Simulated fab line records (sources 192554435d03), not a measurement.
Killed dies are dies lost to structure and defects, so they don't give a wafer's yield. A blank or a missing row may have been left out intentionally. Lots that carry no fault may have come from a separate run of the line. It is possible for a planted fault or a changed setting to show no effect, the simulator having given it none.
fab line records	flow n5Finfet
[record] lots = 9	wafers = 27	lastDay = 18
route steps=1938 shown BEOL_M3@1003 BEOL_M4@1031 PASSIVATION@1936
lots that met no fault: taken from a fault-free run of the same line
startH: hours from the record's first day to the start of the lot's first wafer shown	waitH: time in hours since the lot's previous step	" same as the row above	L1.1+2: several wafers, shown together as one row	- no value, or no start given	* or withheld: withheld	< > ~ a bound
route shown NAME@n: a module of which the file shows steps, and the number in the route of the first	usual: the fault-free wafers' mean and standard deviation	same: alike in all rows	chamber/n: place in a boat	sites: the reading at each site	_std_site: the standard deviation of these	_edge_site: the outer-site mean with the inner-site mean subtracted	radiusMm: for every site, how far away it sits from the centre of the wafer	mask NAME#n: copy n	behind: the last tool/chamber to shape the wafer	hold: why the lot was held/for how many hours/how that ended	device: names the non-switching transistor (n, p or np)	end of line: the route-end tests of the same wafers	where a step has no rows: the recipe by itself	killed: dies lost to structure and defects at the first sort, not the wafer's yield	map: shows each die of a wafer: x if killed, . if not, _ if none is there
set.NAME: the setting the step ran with; set.NAME@STEP: the setting that earlier step ran with	model.NAME: the simulator's own value behind a step, which no gauge read
steps of the route over a sample of lots; a table a step, a row a wafer
services: from which hour (startH, from the record's first day; less than 0 if before it) a tool's chamber was out of use, for how many hours, and why
[[steps]]
[step N5_BEOL_M3_ANNEAL_89]
[recipe] tempC = 400	timeS = 240	ambient = vacuum
[usual] heaterPowerW = 818/65
lot.wafer	tool	chamber	startH	waitH	heaterPowerW
L380.3	pvdSputter-02	-	187.47	0.0	763
L380.5	"	-	"	"	742
L380.6	"	-	"	"	842
L381.1	pvdSputter-02	-	191.93	0.0	848
L381.2	"	-	"	"	849
L381.5	"	-	"	"	849
L387.1	pvdSputter-02	-	225.44	0.0	756
L387.3	"	-	"	"	890
L387.4	"	-	"	"	866
L388.1	pvdSputter-02	-	228.66	0.0	738
L388.4	"	-	"	"	833
L388.6	"	-	"	"	832
L389.1	pvdSputter-01	-	234.72	0.0	712
L389.3	"	-	"	"	909
L389.5	"	-	"	"	703
L394.2	pvdSputter-01	-	263.08	0.0	858
L394.3	"	-	"	"	891
L394.6	"	-	"	"	829
L393.1	pvdSputter-03	-	264.36	0.0	885
L393.2	"	-	"	"	793
L393.5	"	-	"	"	815
L398.1	pvdSputter-03	-	281.84	0.0	793
L398.3	"	-	"	"	895
L398.4	"	-	"	"	885
L399.1	pvdSputter-01	-	303.19	0.0	730
L399.3	"	-	"	"	868
L399.5	"	-	"	"	860
[step N5_BEOL_M3_DEP_57]
[recipe] material = SiCN	targetThkA = 80	tempC = withheld	precursor = 3MS/NH3	pressureTorr = 3	rfW = 202	timeS = 14
[usual] showerheadPlenumPTorr = 3.671/0.012	throttleValvePct = 8.6/0.34
lot.wafer	tool	chamber	startH	waitH	showerheadPlenumPTorr	throttleValvePct
L380.3	pecvd-01	1	189.32	0.0	3.671	9.0
L380.5	"	2	"	"	3.692	8.2
L380.6	"	1	"	"	3.668	8.8
L381.1	pecvd-04	2	193.74	0.0	3.673	9.0
L381.2	"	1	"	"	3.664	8.9
L381.5	"	2	"	"	3.663	9.2
L387.1	pecvd-02	0	227.57	0.0	3.659	8.7
L387.3	"	1	"	"	3.668	8.5
L387.4	"	0	"	"	3.660	8.9
L388.1	pecvd-04	1	230.76	0.0	3.668	8.9
L388.4	"	0	"	"	3.664	8.6
L388.6	"	0	"	"	3.666	8.5
L389.1	pecvd-04	2	236.68	0.0	3.658	8.3
L389.3	"	1	"	"	3.672	8.8
L389.5	"	0	"	"	3.668	8.4
L394.2	pecvd-04	1	264.93	0.0	3.666	8.9
L394.3	"	0	"	"	3.660	8.7
L394.6	"	2	"	"	3.655	8.4
L393.1	pecvd-04	2	266.14	0.0	3.662	8.3
L393.2	"	0	"	"	3.664	8.8
L393.5	"	2	"	"	3.667	8.1
L398.1	pecvd-01	0	283.62	0.0	3.688	8.9
L398.3	"	1	"	"	3.668	9.0
L398.4	"	1	"	"	3.670	9.0
L399.1	pecvd-04	2	305.02	0.1	3.661	8.2
L399.3	"	2	"	"	3.665	8.4
L399.5	"	2	"	"	3.658	8.2
[step N5_BEOL_M4_EXPOSE_08]
[recipe] maskId = M4	na = 0.33	sourceShape = dipole	sigmaInner = 0.369	sigmaOuter = 0.767	polarization = unpolarized	doseMj = 41.25
[usual] exposureDoseMJCm2 = 41.16/0.046
lot.wafer	tool	chamber	startH	waitH	mask	exposureDoseMJCm2
L380.3	euvScanner-01	0	190.93	-	M4#0	41.18
L380.5	"	0	"	"	M4#0	41.22
L380.6	"	0	"	"	M4#0	41.20
L381.1	euvScanner-01	0	198.08	-	M4#0	41.29
L381.2	"	0	"	"	M4#0	41.17
L381.5	"	0	"	"	M4#0	41.21
L387.1	euvScanner-01	0	229.97	-	M4#0	26.76
L387.3	"	0	"	"	M4#0	26.71
L387.4	"	0	"	"	M4#0	26.76
L388.1	euvScanner-01	0	235.10	-	M4#0	29.65
L388.4	"	0	"	"	M4#0	29.64
L388.6	"	0	"	"	M4#0	29.69
L389.1	euvScanner-02	0	237.38	-	M4#0	41.17
L389.3	"	0	"	"	M4#0	41.15
L389.5	"	0	"	"	M4#0	41.08
L394.2	euvScanner-01	0	266.33	-	M4#0	30.92
L394.3	"	0	"	"	M4#0	30.91
L394.6	"	0	"	"	M4#0	30.97
L393.1	euvScanner-01	0	266.70	-	M4#0	30.93
L393.2	"	0	"	"	M4#0	30.96
L393.5	"	0	"	"	M4#0	30.95
L398.1	euvScanner-02	0	285.12	-	M4#0	41.16
L398.3	"	0	"	"	M4#0	41.12
L398.4	"	0	"	"	M4#0	41.09
L399.1	euvScanner-02	0	306.40	-	M4#0	41.08
L399.3	"	0	"	"	M4#0	41.12
L399.5	"	0	"	"	M4#0	41.10
[step N5_BEOL_M4_CD_MEAS_11]
[recipe] targetCdNm = 16.79	landingEnergyEv = 500	detector = seInlens	polarity = opening
[usual] cdNm = 16.81/0.26
lot.wafer	tool	chamber	startH	waitH	cdNm
L380.3	cdSem-01	0	191.05	-	16.51
L380.5	"	0	"	"	17.04
L380.6	"	0	"	"	17.05
L381.1	cdSem-02	0	198.21	-	16.68
L381.2	"	0	"	"	16.82
L381.5	"	0	"	"	16.69
L387.1	cdSem-02	0	230.10	-	5.07
L387.3	"	0	"	"	5.46
L387.4	"	0	"	"	5.80
L388.1	cdSem-02	0	235.24	-	7.72
L388.4	"	0	"	"	8.20
L388.6	"	0	"	"	8.11
L389.1	cdSem-02	0	237.51	-	16.85
L389.3	"	0	"	"	16.66
L389.5	"	0	"	"	17.10
L394.2	cdSem-02	0	266.46	-	9.59
L394.3	"	0	"	"	9.88
L394.6	"	0	"	"	8.98
L393.1	cdSem-03	0	266.83	-	9.42
L393.2	"	0	"	"	9.73
L393.5	"	0	"	"	9.58
L398.1	cdSem-02	0	285.25	-	16.75
L398.3	"	0	"	"	16.78
L398.4	"	0	"	"	16.74
L399.1	cdSem-02	0	306.53	-	16.48
L399.3	"	0	"	"	16.65
L399.5	"	0	"	"	16.77
[step N5_BEOL_M4_INSPECT_13]
[recipe] mode = adi	inspectInstrument = brightfield
[usual] rawDefectCount = 428/92
lot.wafer	tool	chamber	startH	waitH	rawDefectCount
L380.3	defectInspect-02	-	191.18	0.1	590
L380.5	"	-	"	"	379
L380.6	"	-	"	"	374
L381.1	defectInspect-01	-	198.30	0.1	442
L381.2	"	-	"	"	357
L381.5	"	-	"	"	343
L387.1	defectInspect-01	-	230.20	0.1	489
L387.3	"	-	"	"	519
L387.4	"	-	"	"	605
L388.1	defectInspect-01	-	235.33	0.1	579
L388.4	"	-	"	"	504
L388.6	"	-	"	"	468
L389.1	defectInspect-01	-	237.60	0.1	485
L389.3	"	-	"	"	479
L389.5	"	-	"	"	404
L394.2	defectInspect-01	-	266.55	0.0	535
L394.3	"	-	"	"	344
L394.6	"	-	"	"	550
L393.1	defectInspect-01	-	266.92	0.1	383
L393.2	"	-	"	"	323
L393.5	"	-	"	"	362
L398.1	defectInspect-01	-	285.34	0.1	369
L398.3	"	-	"	"	329
L398.4	"	-	"	"	318
L399.1	defectInspect-01	-	306.62	0.1	501
L399.3	"	-	"	"	410
L399.5	"	-	"	"	404
[step N5_BEOL_M4_CD_MEAS_18]
[recipe] pitchNm = 36	targetCdNm = 18
[usual] cdNm = 18.1/0.37
lot.wafer	tool	chamber	startH	waitH	cdNm
L380.3	cdSem-01	-	192.50	0.1	17.1
L380.5	"	-	"	"	18.1
L380.6	"	-	"	"	18.3
L381.1	cdSem-02	-	198.97	0.0	17.5
L381.2	"	-	"	"	18.1
L381.5	"	-	"	"	18.1
L387.1	cdSem-01	-	230.82	0.0	6.4
L387.3	"	-	"	"	6.7
L387.4	"	-	"	"	6.5
L388.1	cdSem-03	-	235.79	0.0	8.7
L388.4	"	-	"	"	9.2
L388.6	"	-	"	"	9.4
L389.1	cdSem-01	-	238.44	0.0	17.8
L389.3	"	-	"	"	17.8
L389.5	"	-	"	"	17.8
L394.2	cdSem-02	-	267.02	0.1	10.7
L394.3	"	-	"	"	10.3
L394.6	"	-	"	"	10.5
L393.1	cdSem-02	-	267.39	0.0	11.5
L393.2	"	-	"	"	11.3
L393.5	"	-	"	"	10.8
L398.1	cdSem-02	-	286.61	0.1	18.4
L398.3	"	-	"	"	18.6
L398.4	"	-	"	"	17.9
L399.1	cdSem-01	-	307.09	0.0	17.5
L399.3	"	-	"	"	18.1
L399.5	"	-	"	"	18.2
[step N5_BEOL_M4_CD_MEAS_35]
[recipe] targetCdNm = 18	targetCdYNm = 22.4	polarity = opening
[usual] cdNm = 18.1/0.41
lot.wafer	tool	chamber	startH	waitH	cdNm
L380.3	cdSem-02	-	200.12	0.0	17.2
L380.5	"	-	"	"	18.0
L380.6	"	-	"	"	19.0
L381.1	cdSem-02	-	204.91	0.0	17.4
L381.2	"	-	"	"	17.7
L381.5	"	-	"	"	18.2
L387.1	cdSem-02	-	235.08	0.0	6.3
L387.3	"	-	"	"	6.5
L387.4	"	-	"	"	7.0
L388.1	cdSem-03	-	237.49	0.0	9.0
L388.4	"	-	"	"	8.9
L388.6	"	-	"	"	9.4
L389.1	cdSem-02	-	245.20	0.0	18.0
L389.3	"	-	"	"	17.8
L389.5	"	-	"	"	18.7
L394.2	cdSem-02	-	273.07	0.0	10.2
L394.3	"	-	"	"	10.7
L394.6	"	-	"	"	10.5
L393.1	cdSem-01	-	273.32	0.0	11.6
L393.2	"	-	"	"	11.5
L393.5	"	-	"	"	10.9
L398.1	cdSem-01	-	301.86	0.0	18.3
L398.3	"	-	"	"	18.3
L398.4	"	-	"	"	17.9
L399.1	cdSem-02	-	309.84	0.0	17.2
L399.3	"	-	"	"	17.8
L399.5	"	-	"	"	17.8
[step N5_BEOL_M4_RC_MEAS_101]
[usual] DIBL_N = 35.8/1.6	DIBL_P = 36.0/1.9	IOFF_N = 0.151/0.029	IOFF_P = 0.21/0.037	ION_N = 673/12	ION_P = 463/7.3	SS_N = 71.5/0.58	SS_P = 73.2/0.61	VT_N = 251/3.3	VT_P = -250/3.3
lot.wafer	tool	chamber	startH	waitH	DIBL_N[mV/V]	DIBL_P[mV/V]	IOFF_N[nA/um]	IOFF_P[nA/um]	ION_N[uA/um]	ION_P[uA/um]	SS_N[mV/dec]	SS_P[mV/dec]	VT_N[mV]	VT_P[mV]
L380.3	prober-01	0	204.62	0.3	37.9	38.3	0.189	0.27	690	472	71.9	74.3	247	-244
L380.5	"	0	"	"	35.4	34.5	0.134	0.20	679	465	71.2	73.4	251	-248
L380.6	"	0	"	"	36.3	35.2	0.162	0.22	677	466	70.9	73.4	248	-247
L381.1	prober-02	0	208.71	0.0	37.3	36.7	0.142	0.21	666	465	71.2	72.9	252	-248
L381.2	"	0	"	"	38.8	38.8	0.179	0.25	688	468	72.3	73.8	249	-248
L381.5	"	0	"	"	37.0	36.2	0.137	0.20	660	461	71.1	72.8	255	-251
L389.1	prober-02	0	249.39	0.0	34.1	33.3	0.110	0.15	647	447	71.5	72.4	252	-255
L389.3	"	0	"	"	35.6	35.7	0.138	0.17	674	459	71.9	73.0	251	-252
L389.5	"	0	"	"	34.4	35.0	0.121	0.17	664	455	70.9	73.3	253	-253
L398.1	prober-01	0	306.56	0.0	37.7	38.0	0.210	0.29	692	477	72.4	73.5	247	-245
L398.3	"	0	"	"	36.0	36.1	0.178	0.24	681	473	71.2	73.3	246	-248
L398.4	"	0	"	"	35.0	33.9	0.142	0.20	678	467	71.7	72.5	250	-250
L399.1	prober-02	0	314.20	0.0	38.5	38.6	0.170	0.23	670	464	72.0	73.9	251	-251
L399.3	"	0	"	"	35.4	35.1	0.135	0.19	671	456	71.2	72.6	250	-253
L399.5	"	0	"	"	36.8	37.2	0.166	0.22	679	461	71.5	73.7	250	-249
[step N5_PASSIVATION_PROBE_49]
[usual] defectLimitedYield = 90.9/1.4	killed_at_M0_to_M3 = 37/12	killed_at_M4_up = 14/5.3	killedAtContacts = 12/6.2	killedAtFrontEnd = 41/11	killedAtOther = 3.7/2.9	killedDies = 107/17	killedOnRim = 14/4.4	killedOpen = 71/12	killedShort = 34/7.9	sort_bin_5_function = 5.3/0.95	sort_bin_6_memory = 3.4/0.7	sortNPass = 1073/17	sortYieldPct = 90.9/1.5
[same] grossDies = 1180	killedAtBackSide = 0	sort_bin_4_leakage[%] = 0	sort_bin_8_speed[%] = 0
lot.wafer	tool	chamber	startH	waitH	defectLimitedYield[%]	killed_at_M0_to_M3	killed_at_M4_up	killedAtContacts	killedAtFrontEnd	killedAtOther	killedDies	killedOnRim	killedOpen	killedShort	sort_bin_5_function[%]	sort_bin_6_memory[%]	sortNPass	sortYieldPct[%]
L380.3	prober-01	-	320.89	0.1	89.8	39	9	7	62	3	120	21	72	46	5.8	3.7	1060	89.8
L380.5	prober-01	-	320.99	0.2	90.2	33	10	12	54	7	116	12	84	29	6.2	3.6	1064	90.2
L380.6	prober-01	-	321.04	0.3	90.2	22	12	13	63	6	116	13	80	35	5.1	4.3	1064	90.2
L387.1	prober-02	-	341.82	0.0	0	51	1063	11	51	4	1180	152	91	38	5.9	4.5	0	0
L387.3	prober-02	-	341.92	0.1	0	33	1096	19	30	2	1180	152	69	32	5.3	3.0	0	0
L387.4	prober-02	-	341.97	0.2	0	35	1083	11	43	8	1180	152	69	40	5.2	3.8	0	0
L388.1	prober-02	-	352.81	0.0	0	48	1053	26	48	5	1180	152	82	49	7.5	3.3	0	0
L388.4	prober-02	-	352.96	0.2	0	45	1085	16	32	2	1180	152	73	37	5.6	3.6	0	0
L388.6	prober-02	-	353.06	0.3	0	28	1110	8	29	5	1180	152	59	25	4.7	2.5	0	0
L389.1	prober-01	-	353.36	0.0	93.1	36	20	1	24	0	81	12	58	23	4.3	2.4	1099	93.1
L389.3	prober-01	-	353.46	0.1	90.0	49	26	6	31	6	118	8	85	32	6.2	3.4	1062	90.0
L389.5	prober-01	-	353.56	0.2	90.3	38	20	4	51	1	114	12	90	24	6.0	3.4	1066	90.3
L394.2	prober-01	-	387.45	0.1	0	38	1076	7	54	5	1180	152	86	41	6.0	4.7	0	0
L394.3	prober-01	-	387.50	0.1	0	27	1093	14	42	4	1180	152	66	28	5.0	3.0	0	0
L394.6	prober-01	-	387.65	0.3	0	35	1064	22	58	1	1180	152	82	38	6.3	4.0	0	0
L393.1	prober-02	-	389.00	0.0	0	37	1092	8	40	3	1180	152	64	22	4.5	3.0	0	0
L393.2	prober-02	-	389.05	0.1	0	48	1080	14	36	2	1180	152	77	31	5.9	3.6	0	0
L393.5	prober-02	-	389.20	0.2	0	44	1056	31	37	12	1180	152	103	36	6.5	5.1	0	0
L398.1	prober-01	-	403.41	0.0	90.2	34	13	6	62	1	116	16	72	41	5.4	3.8	1064	90.2
L398.3	prober-01	-	403.51	0.1	91.4	43	16	16	23	4	102	13	63	38	5.3	3.0	1078	91.4
L398.4	prober-01	-	403.56	0.2	90.3	52	10	13	39	1	115	15	72	42	5.3	4.2	1065	90.3
L399.1	prober-02	-	419.72	0.0	89.6	45	9	11	54	4	123	12	79	37	5.8	3.6	1057	89.6
L399.3	prober-02	-	419.82	0.1	92.5	29	10	9	38	2	88	14	59	29	4.7	2.5	1092	92.5
L399.5	prober-02	-	419.92	0.2	92.4	26	7	9	40	8	90	11	60	24	3.8	3.3	1090	92.4
// killed by level:class
L380.3 FIN_SAQP:geometricParticle:short=19 FIN_SAQP:geometricParticle:open=15 STI_FIN_REVEAL:geometricParticle:open=13 BEOL_M0_SAQP:geometricParticle:short=9 BEOL_M3:geometricParticle:open=8 BEOL_M1:geometricParticle:open=6 MOL_CONTACT_COAG:geometricParticle:open=5 BEOL_M0_SAQP:geometricParticle:open=5
L380.5 STI_FIN_REVEAL:geometricParticle:open=20 FIN_SAQP:geometricParticle:open=11 FIN_SAQP:geometricParticle:short=9 MOL_CONTACT_COAG:geometricParticle:open=9 BEOL_M0_SAQP:geometricParticle:open=7 BEOL_M3:geometricParticle:open=7 STARTING-WAFER:geometricParticle:open=6 BEOL_M0_SAQP:geometricParticle:short=5
L380.6 FIN_SAQP:geometricParticle:open=31 FIN_SAQP:geometricParticle:short=19 MOL_CONTACT_COAG:geometricParticle:open=13 BEOL_M4:geometricParticle:open=7 BEOL_M0_SAQP:geometricParticle:short=5 BEOL_M0_SAQP:geometricParticle:open=5 DUMMY_GATE:geometricParticle:open=4 BEOL_M1:geometricParticle:open=4
L387.1 BEOL_M4:areaExpose=1051 BEOL_M3:geometricParticle:open=12 MOL_CONTACT_COAG:geometricParticle:open=11 FIN_SAQP:geometricParticle:open=10 FIN_SAQP:geometricParticle:short=10 BEOL_M0_SAQP:geometricParticle:open=10 GATE_CUT:geometricParticle:short=9 BEOL_M0_SAQP:geometricParticle:short=9
L387.3 BEOL_M4:areaExpose=1075 MOL_CONTACT_COAG:geometricParticle:open=13 STI_FIN_REVEAL:geometricParticle:open=9 BEOL_M4:geometricParticle:open=9 BEOL_M3:geometricParticle:open=7 FIN_SAQP:geometricParticle:short=5 MOL_CONTACT_COAG:geometricParticle:short=5 BEOL_M1:geometricParticle:open=5
L387.4 BEOL_M4:areaExpose=1070 BEOL_M0_SAQP:geometricParticle:open=12 BEOL_M0_SAQP:geometricParticle:short=11 GATE_CUT:geometricParticle:open=10 DUMMY_GATE:geometricParticle:open=8 MOL_CONTACT_COAG:geometricParticle:open=8 STI_FIN_REVEAL:geometricParticle:open=6 FIN_SAQP:geometricParticle:short=5
L388.1 BEOL_M4:areaExpose=1048 MOL_CONTACT_COAG:geometricParticle:open=20 FIN_SAQP:geometricParticle:short=13 BEOL_M0_SAQP:geometricParticle:open=13 BEOL_M0_SAQP:geometricParticle:short=11 BEOL_M3:geometricParticle:open=11 BEOL_M2:geometricParticle:open=10 GATE_CUT:geometricParticle:short=9
L388.4 BEOL_M4:areaExpose=1068 MOL_CONTACT_COAG:geometricParticle:open=14 BEOL_M0_SAQP:geometricParticle:short=13 BEOL_M2:geometricParticle:open=8 BEOL_M3:geometricParticle:open=8 FIN_SAQP:geometricParticle:open=7 BEOL_M0_SAQP:geometricParticle:open=7 BEOL_M4:geometricParticle:open=6
L388.6 BEOL_M4:areaExpose=1093 BEOL_M0_SAQP:geometricParticle:open=8 FIN_SAQP:geometricParticle:open=6 BEOL_M0_SAQP:geometricParticle:short=6 BEOL_M2:geometricParticle:open=5 DUMMY_GATE:geometricParticle:open=4 MOL_CONTACT_COAG:geometricParticle:open=4 BEOL_M4:geometricParticle:open=4
L389.1 BEOL_M1:geometricParticle:open=15 BEOL_M4:geometricParticle:open=14 BEOL_M3:geometricParticle:open=8 FIN_SAQP:geometricParticle:open=6 GATE_CUT:geometricParticle:short=6 BEOL_M2:geometricParticle:open=5 BEOL_M4:geometricParticle:short=4 FIN_SAQP:geometricParticle:short=2
L389.3 BEOL_M1:geometricParticle:open=17 BEOL_M4:geometricParticle:open=17 FIN_SAQP:geometricParticle:open=12 BEOL_M2:geometricParticle:open=10 FIN_SAQP:geometricParticle:short=7 BEOL_M0_SAQP:geometricParticle:short=6 MOL_CONTACT_COAG:geometricParticle:open=5 PAD_METAL:geometricParticle:open=5
L389.5 FIN_SAQP:geometricParticle:open=28 BEOL_M1:geometricParticle:open=14 BEOL_M4:geometricParticle:open=13 BEOL_M0_SAQP:geometricParticle:short=5 BEOL_M0:geometricParticle:open=5 BEOL_M2:geometricParticle:open=5 STI_FIN_REVEAL:geometricParticle:open=4 MOL_CONTACT_COAG:geometricParticle:open=4
L394.2 BEOL_M4:areaExpose=1051 STI_FIN_REVEAL:geometricParticle:open=22 BEOL_M4:geometricParticle:open=16 BEOL_M3:geometricParticle:open=11 BEOL_M2:geometricParticle:open=9 STI_FIN_REVEAL:geometricParticle:short=7 MOL_CONTACT_COAG:geometricParticle:open=7 BEOL_M0_SAQP:geometricParticle:short=7
L394.3 BEOL_M4:areaExpose=1081 DUMMY_GATE:geometricParticle:open=14 MOL_CONTACT_COAG:geometricParticle:open=9 BEOL_M0_SAQP:geometricParticle:short=8 BEOL_M2:geometricParticle:open=8 BEOL_M0_SAQP:geometricParticle:open=7 FIN_SAQP:geometricParticle:short=6 STI_FIN_REVEAL:geometricParticle:open=6
L394.6 BEOL_M4:areaExpose=1051 STI_FIN_REVEAL:geometricParticle:open=17 MOL_CONTACT_COAG:geometricParticle:open=17 BEOL_M2:geometricParticle:open=12 BEOL_M0_SAQP:geometricParticle:short=9 FIN_SAQP:geometricParticle:short=8 DUMMY_GATE:geometricParticle:open=8 BEOL_M0_SAQP:geometricParticle:open=8
L393.1 BEOL_M4:areaExpose=1086 BEOL_M2:geometricParticle:open=10 STI_FIN_REVEAL:geometricParticle:open=8 BEOL_M3:geometricParticle:open=8 FIN_SAQP:geometricParticle:open=7 MOL_CONTACT_COAG:geometricParticle:open=7 BEOL_M1:geometricParticle:open=6 BEOL_M0_SAQP:geometricParticle:short=4
L393.2 BEOL_M4:areaExpose=1066 STI_FIN_REVEAL:geometricParticle:open=17 MOL_CONTACT_COAG:geometricParticle:open=13 BEOL_M0_SAQP:geometricParticle:short=9 BEOL_M0_SAQP:geometricParticle:open=8 BEOL_M2:geometricParticle:open=8 BEOL_M5:geometricParticle:open=6 BEOL_M0:geometricParticle:open=5
L393.5 BEOL_M4:areaExpose=1036 MOL_CONTACT_COAG:geometricParticle:open=26 BEOL_M1:geometricParticle:open=15 STI_FIN_REVEAL:geometricParticle:open=10 BEOL_M0_SAQP:geometricParticle:short=8 BEOL_M2:geometricParticle:open=7 BEOL_M4:geometricParticle:open=7 MOL_CONTACT_COAG:geometricParticle:short=5
L398.1 FIN_SAQP:geometricParticle:open=22 FIN_SAQP:geometricParticle:short=12 GATE_CUT:geometricParticle:short=9 BEOL_M0_SAQP:geometricParticle:open=7 BEOL_M1:geometricParticle:open=7 BEOL_M3:geometricParticle:short=6 BEOL_M4:geometricParticle:open=6 BEOL_M2:geometricParticle:open=5
L398.3 MOL_CONTACT_COAG:geometricParticle:open=12 BEOL_M4:geometricParticle:open=9 BEOL_M1:geometricParticle:open=8 BEOL_M0_SAQP:geometricParticle:short=8 BEOL_M2:geometricParticle:open=7 BEOL_M0_SAQP:geometricParticle:open=6 BEOL_M3:geometricParticle:short=6 FIN_SAQP:geometricParticle:short=5
L398.4 BEOL_M0_SAQP:geometricParticle:open=16 BEOL_M1:geometricParticle:open=12 FIN_SAQP:geometricParticle:open=11 MOL_CONTACT_COAG:geometricParticle:open=11 BEOL_M3:geometricParticle:short=8 BEOL_M0_SAQP:geometricParticle:short=7 FIN_SAQP:geometricParticle:short=6 BEOL_M1:geometricParticle:short=6
L399.1 BEOL_M1:geometricParticle:open=16 STI_FIN_REVEAL:geometricParticle:open=10 MOL_CONTACT_COAG:geometricParticle:open=10 GATE_CUT:geometricParticle:short=8 BEOL_M3:geometricParticle:open=8 FIN_SAQP:geometricParticle:short=7 FIN_SAQP:geometricParticle:open=6 DUMMY_GATE:geometricParticle:open=6
L399.3 BEOL_M1:geometricParticle:open=15 GATE_CUT:geometricParticle:short=10 BEOL_M5:geometricParticle:open=9 MOL_CONTACT_COAG:geometricParticle:open=8 STARTING-WAFER:geometricParticle:open=6 STI_FIN_REVEAL:geometricParticle:open=5 FIN_SAQP:geometricParticle:short=4 STI_FIN_REVEAL:geometricParticle:short=4
L399.5 BEOL_M1:geometricParticle:open=11 STI_FIN_REVEAL:geometricParticle:open=9 DUMMY_GATE:geometricParticle:open=5 MOL_CONTACT_COAG:geometricParticle:open=5 HKMG_FIN:areaEtch=5 GATE_CUT:geometricParticle:short=4 MOL_CONTACT_COAG:geometricParticle:short=4 BEOL_M2:geometricParticle:open=4
[[services]]
tool	chamber	startH	hours	kind
pecvd-04	0	166.05	-	clean
pecvd-04	0	166.05	29.5	scheduledDown
pecvd-04	0	166.05	29.5	ventCycle
euvScanner-02	-	194.34	1.0	pm
pecvd-04	2	202.38	-	clean
pecvd-04	2	202.38	-	consumableReplace:showerhead
pecvd-04	2	202.38	29.0	scheduledDown
pecvd-04	2	202.38	29.0	ventCycle
euvScanner-01	-	206.25	1.0	pm
pvdSputter-01	-	231.67	2.2	repair
pvdSputter-01	-	236.50	2.7	repair
euvScanner-01	-	238.70	23.5	repair
pecvd-01	0	239.72	2.1	scheduledDown
euvScanner-02	-	262.17	1.0	pm
pecvd-01	-	262.81	2.8	pm
euvScanner-01	-	263.18	1.0	pm
euvScanner-02	-	264.23	5.8	pm
pecvd-02	-	265.94	6.0	pm
euvScanner-01	-	282.41	5.8	pm
pecvd-02	-	289.68	2.4	repair
euvScanner-01	-	292.47	0.3	repair
pecvd-04	1	297.75	48.4	repair
euvScanner-01	-	299.42	4.6	pm
pecvd-04	0	304.09	2.1	scheduledDown
[[key]]
[firstSign] step = N5_BEOL_M4_EXPOSE_08	reading = exposureDoseMJCm2	direction = down	sigmas = 99+	usual = 41.16	struck = 29.57
[effect] step = N5_BEOL_M4_CD_MEAS_11	reading = cdNm	direction = down	sigmas = 34	usual = 16.81	struck = 8.13	through = controlLoop
[effect] step = N5_BEOL_M4_CD_MEAS_18	reading = cdNm	direction = down	sigmas = 23	usual = 18.1	struck = 9.3	through = controlLoop
[effect] step = N5_BEOL_M4_CD_MEAS_35	reading = cdNm	direction = down	sigmas = 21	usual = 18.1	struck = 9.4	through = controlLoop
[effect] step = N5_PASSIVATION_PROBE_49	reading = killed_at_M4_up	direction = up	sigmas = 99+	usual = 14	struck = 1079
[moreKillsBornAt] N5_BEOL_M4_EXPOSE_08@euvScanner-01 = 12775
metAt N5_BEOL_M4_EXPOSE_08
struckLots L387,L388,L393,L394
laterRowsLeftOut L387.1,L387.3,L387.4,L388.1,L388.4,L388.6,L393.1,L393.2,L393.5,L394.2,L394.3,L394.6
[loopTrim] step = N5_BEOL_M4_EXPOSE_08	setting = dose	lots = L388,L393,L394
notActingAt N5_BEOL_M3_ANNEAL_89,N5_BEOL_M3_DEP_57,N5_BEOL_M4_INSPECT_13
onsetBetween 198.08 229.97
[fault] kind = processParameterDrift	tool = euvScanner-01	chamber = -	onsetH = 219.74	steps = N5_BEOL_M4_EXPOSE_08	channel = doseMj	offset = -14.409	shape = step	actsIn = theseRecipesOnly	stated = 41.25
// laterRowsLeftOut: the simulator's readings of these wafers behind a module that went badly wrong aren't trusted and aren't shown, but for the sort
// loopTrim: a control loop set the setting to another value than it would have without faults
